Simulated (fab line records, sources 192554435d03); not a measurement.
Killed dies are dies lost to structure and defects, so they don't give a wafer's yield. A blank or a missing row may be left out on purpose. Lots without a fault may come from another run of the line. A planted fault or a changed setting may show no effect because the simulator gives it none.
Problem report in the 8D (eight disciplines) form, filled by code | flow n5_finfet | the parts of the form that need people (team, actions taken, sign-off) are left out

1. THE PROBLEM
bias_w at N5_BEOL_M11_TRENCH_ETCH_37 reads a mean of 169.2 W on 6 wafers of 2 lots; wafers without a fault read 185.1 W with a standard deviation of 0.57. That is -28 standard deviations from the usual mean.
The step: etches SiCOH lowk in C4F6/O2, target depth 148.83 nm, time 48 s.
First seen on wafer L973.2, day 21 01:25, on rie_diel-04. The record holds 29 wafers of 10 lots with a number at this step. Rule for "out", or "out of limits": more than 4 standard deviations from the usual mean. The other wafers with a number count as sound.

2. WHAT IT IS AND WHAT IT IS NOT
question                    | is                     | is not
which readings at this step | bias_w                 | drypump_motor_current_A, oes_product_au
which lots                  | L973, L976             | L959, L961, L963, L966, L968, L969, L980, L981
which wafers of those lots  | all that have a number | -
read on which tools         | rie_diel-04            | rie_diel-01, rie_diel-05
when                        | from day 21 01:25      | up to then (18 sound wafers); but 5 sound wafers of L980, L981 came after

3. SUSPECTS, AND WHAT RULES EACH OUT
Counting: a tool at a process step up to the reading stays a suspect if it ran every lot that is out and no sound lot after the first of them.
- rie_diel-04 at N5_BEOL_M11_DESCUM_33 (chemistry O2, time 7.9 s): kept. It ran every lot that is out, first L973 (day 21 01:07), and no sound lot after that; its last sound lot up to then is L969 (day 20 10:41).
- rie_diel-04 at N5_BEOL_M11_ETCH_65 (etches SiARC in CF4, target depth 39 nm, time 65 s): kept. It ran every lot that is out, first L973 (day 21 01:08), and no sound lot after that; its last sound lot up to then is L969 (day 20 10:43).
- rie_diel-04 at N5_BEOL_M11_TRENCH_ETCH_37 (etches SiCOH lowk in C4F6/O2, target depth 148.83 nm, time 48 s): kept. It ran every lot that is out, first L973 (day 21 01:25), and no sound lot after that; its last sound lot up to then is L969 (day 20 11:00). Its own readings are out on those wafers: bias_w.
Left after counting: rie_diel-04 at N5_BEOL_M11_DESCUM_33, rie_diel-04 at N5_BEOL_M11_ETCH_65, rie_diel-04 at N5_BEOL_M11_TRENCH_ETCH_37.

4. THE CAUSE (what the simulator had put in)
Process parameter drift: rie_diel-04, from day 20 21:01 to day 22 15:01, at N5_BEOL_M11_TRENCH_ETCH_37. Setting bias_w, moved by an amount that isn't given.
Counting left 3 suspects, and this tool is among them.

5. THE CHAIN OF EFFECTS, in route order
Each row: a reading whose mean over the struck wafers that have a number lies more than 3 standard deviations from the usual. Only readings for which the record gives a usual standard deviation are gone through. hours: the time from each lot's start at the first step in this table that gives one to its start at this step, as a median over the lots. sigmas: the change in usual standard deviations.
hours | step                       | reading | usual   | on struck wafers | change | sigmas
0     | N5_BEOL_M11_TRENCH_ETCH_37 | bias_w  | 185.1 W | 169.2            | -15.9  | -28
The process steps in it:
- N5_BEOL_M11_TRENCH_ETCH_37: etches SiCOH lowk in C4F6/O2, target depth 148.83 nm, time 48 s.

6. WHAT WOULD HAVE CAUGHT IT SOONER
In this record the first reading out of limits was taken at day 21 01:25, 4 hours after the fault began at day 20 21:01.
